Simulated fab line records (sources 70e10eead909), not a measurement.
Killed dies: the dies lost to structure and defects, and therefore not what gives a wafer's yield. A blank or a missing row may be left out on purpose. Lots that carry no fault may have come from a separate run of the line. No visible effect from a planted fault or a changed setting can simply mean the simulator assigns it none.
Comparing a struck lot with a sound one | flow nand harc | 33 out of 1302 route steps
Sound: these wafers, L269.3, L269.4, L269.5. Wafers L266.1, L266.2, L266.3 were the ones struck. The cause is named last.
Per side, at each step with rows, come the tool, then ch with its chambers, and then its first start. Under that, the readings that differ: sound wafers | struck wafers | difference of the means | sigmas: that difference in standard deviations of wafers without a fault.
alike: words and numbers the same on both sides, and readings whose means are apart by under 2 such deviations; not compared: readings that were withheld, readings missing a value for some wafer, numbers with overlapping values and no deviation given by the record, and bounds like >300 which may hide the same value.
Wherever a step has rows on one side only, a row that says differs or no value, or a row with sigmas, the two part there. Numbers that don't overlap but have no deviation are shown without sigmas and don't part them. A reading missing from all wafers of one side parts the sides only when that side holds two or more wafers.

first, 3 steps without rows for these wafers: NHARC_A_CHANNEL_HOLE_D2_EXPOSE_07 (exposes mask HOLE D2, target cd 100 nm); NHARC_A_CHANNEL_HOLE_D2_PEB_08 (peb time 65 s); NHARC_A_CHANNEL_HOLE_D2_DEVELOP_09 (develop time 35 s).
NHARC_A_CHANNEL_HOLE_D2_CD_MEAS_10: target cd 100 nm.
  sound on cd sem-01 ch 0, day 20 10:05; struck on cd sem-01 ch 0, day 19 12:58
  alike: cd nm
NHARC_A_CHANNEL_HOLE_D2_OVL_MEAS_11:
  sound on overlay-02 at day 20 10:11; struck on overlay-02 at day 19 13:04
  alike: overlay x nm, overlay y nm
NHARC_A_CHANNEL_HOLE_D2_INSPECT_12:
  sound on defect inspect-01 at day 20 10:13; struck on defect inspect-01 at day 19 13:06
  alike: raw defect count
NHARC_A_CHANNEL_HOLE_D2_DESCUM_15: chemistry O2, time 3 s.
  sound on rie diel-05 ch 0,1,2, day 20 10:17; struck on rie diel-12 ch 0,1,2, day 19 13:10
  alike: drypump motor current A, oes product au, rf vpp V, showerhead plenum p Torr, throttle valve pct
  not compared: rf hours counter h
NHARC_A_CHANNEL_HOLE_D2_ETCH_38: etches the open film in CF4, target depth 39 nm, time 65 s.
  sound on rie diel-05 ch 1,2, day 20 10:22; struck on rie diel-12 ch 1,2,3, day 19 13:15
  alike: drypump motor current A, oes product au, rf vpp V, showerhead plenum p Torr, throttle valve pct
  not compared: rf hours counter h
then, 3 steps without rows for these wafers: NHARC_A_CHANNEL_HOLE_D2_ETCH_39 (etches the open film in N2/H2, target depth 260 nm, time 325 s); NHARC_A_CHANNEL_HOLE_D2_ETCH_34 (etches the open film in CF4/CHF3, target depth 154 nm, time 77 s); NHARC_A_CHANNEL_HOLE_D2_ETCH_16 (etches the open film in O2/COS, target depth 3100 nm, time 806 s).
NHARC_A_CHANNEL_HOLE_D2_CD_MEAS_18:
  sound on cd sem-02 at day 20 11:23; struck on cd sem-01 at day 19 14:17
  alike: cd nm
NHARC_A_CHANNEL_HOLE_D2_ETCH_19: etches the open film in C4F8/O2/Ar, time 34.5 s.
  sound on har etch-02 ch 0,1, day 20 12:05; struck on har etch-01 ch 0,1, day 19 16:51
  alike: bias v, c4f8 flow sccm, drypump motor current A, he backside leak sccm, showerhead plenum p Torr, throttle valve pct
  not compared: rf hours counter h
then, 2 steps without rows for these wafers: NHARC_A_CHANNEL_HOLE_D2_ETCH_20 (etches the open film in C4F8/O2/Ar, time 361.9 s, target depth 1600 nm); NHARC_A_CHANNEL_HOLE_D2_ETCH_21 (etches the open film in C4F8/O2/Ar, time 514.3 s, target depth 1600 nm).
NHARC_A_CHANNEL_HOLE_D2_ETCH_22: etches the open film in C4F8/O2/Ar, time 666.7 s, target depth 1600 nm.
  sound on har etch-02 ch 0,1, day 20 13:05; struck on har etch-01 ch 0,1, day 19 17:43
  alike: c4f8 flow sccm, drypump motor current A, he backside leak sccm, showerhead plenum p Torr, throttle valve pct
  not compared: rf hours counter h
then, 2 steps without rows for these wafers: NHARC_A_CHANNEL_HOLE_D2_ETCH_23 (etches the open film in C4F8/O2/Ar, time 819 s, target depth 1600 nm); NHARC_A_CHANNEL_HOLE_D2_ETCH_24 (etches the open film in C4F8/O2/Ar, time 906.2 s, target depth 1500 nm).
NHARC_A_CHANNEL_HOLE_D2_ETCH_25: etches the open film in C4F8/O2/Ar, time 1040.2 s, target depth 1500 nm.
  sound on har etch-02 ch 0,1, day 20 15:15; struck on har etch-01 ch 0,1, day 19 19:44
  alike: c4f8 flow sccm, drypump motor current A, he backside leak sccm, showerhead plenum p Torr, throttle valve pct
  not compared: rf hours counter h
then, 5 steps without rows for these wafers: NHARC_A_CHANNEL_HOLE_D2_ETCH_26 (etches the open film in C4F8/O2/Ar, time 224.1 s, target depth 300 nm); NHARC_A_CHANNEL_HOLE_D2_ETCH_27 (etches the open film in C4F8/O2/Ar, time 90 s, target depth 400 nm); NHARC_A_CHANNEL_HOLE_D2_STRIP_41 (strips in N2/H2); NHARC_A_CHANNEL_HOLE_D2_STRIP_42 (strips in CF4/CHF3); NHARC_A_CHANNEL_HOLE_D2_STRIP_43 (strips in O2/COS).
NHARC_A_CHANNEL_HOLE_D2_ETCH_44: etches the open film in CF4/O2, target depth 140 nm, overetch 14 nm, time 77 s.
  sound on rie diel-12 ch 1,2,3, day 20 16:47; struck on rie diel-02 ch 0,1,3, day 19 21:33
  alike: drypump motor current A, oes product au, rf vpp V, showerhead plenum p Torr, throttle valve pct
  not compared: rf hours counter h
then, 3 steps without rows for these wafers: NHARC_A_CHANNEL_HOLE_D2_STRIP_28 (strips in O2); NHARC_A_CHANNEL_HOLE_D2_PRECLEAN_29 (cleans in SC1); NHARC_A_CHANNEL_HOLE_D2_SRD_30.
NHARC_A_CHANNEL_HOLE_D2_CD_MEAS_31:
  sound on cd sem-03 at day 20 17:35; struck on cd sem-03 at day 19 22:20
  alike: cd nm
following that, these wafers have no rows for 1 step: NHARC_A_CHANNEL_HOLE_D2_XSEM_32.
NHARC_A_CHANNEL_HOLE_D2_INSPECT_40:
  sound on defect inspect-01 at day 20 17:46; struck on defect inspect-02 at day 19 22:31
  reading          | sound       | struck      | difference | sigmas
  raw defect count | 234 234 212 | 813 830 860 | +608       | +9
then, 1 step without rows for these wafers: NHARC_A_CHANNEL_FILL_D2_PRECLEAN_00 (cleans in SC1).
-- jump in the record: it breaks off in module A_CHANNEL_FILL_D2 and resumes in module END (first step shown: number 1302 of the route), and 11 days separate the struck wafers' starts before and after --
NHARC_END_SORT_01:
  the record has rows for the struck wafers here (prober-02 ch 0, day 30 23:43) and none for the sound ones

== WHERE THEY PART ==
First at NHARC_A_CHANNEL_HOLE_D2_INSPECT_40; last, within this record, at NHARC_END_SORT_01.

WHY: whatever the simulator had introduced
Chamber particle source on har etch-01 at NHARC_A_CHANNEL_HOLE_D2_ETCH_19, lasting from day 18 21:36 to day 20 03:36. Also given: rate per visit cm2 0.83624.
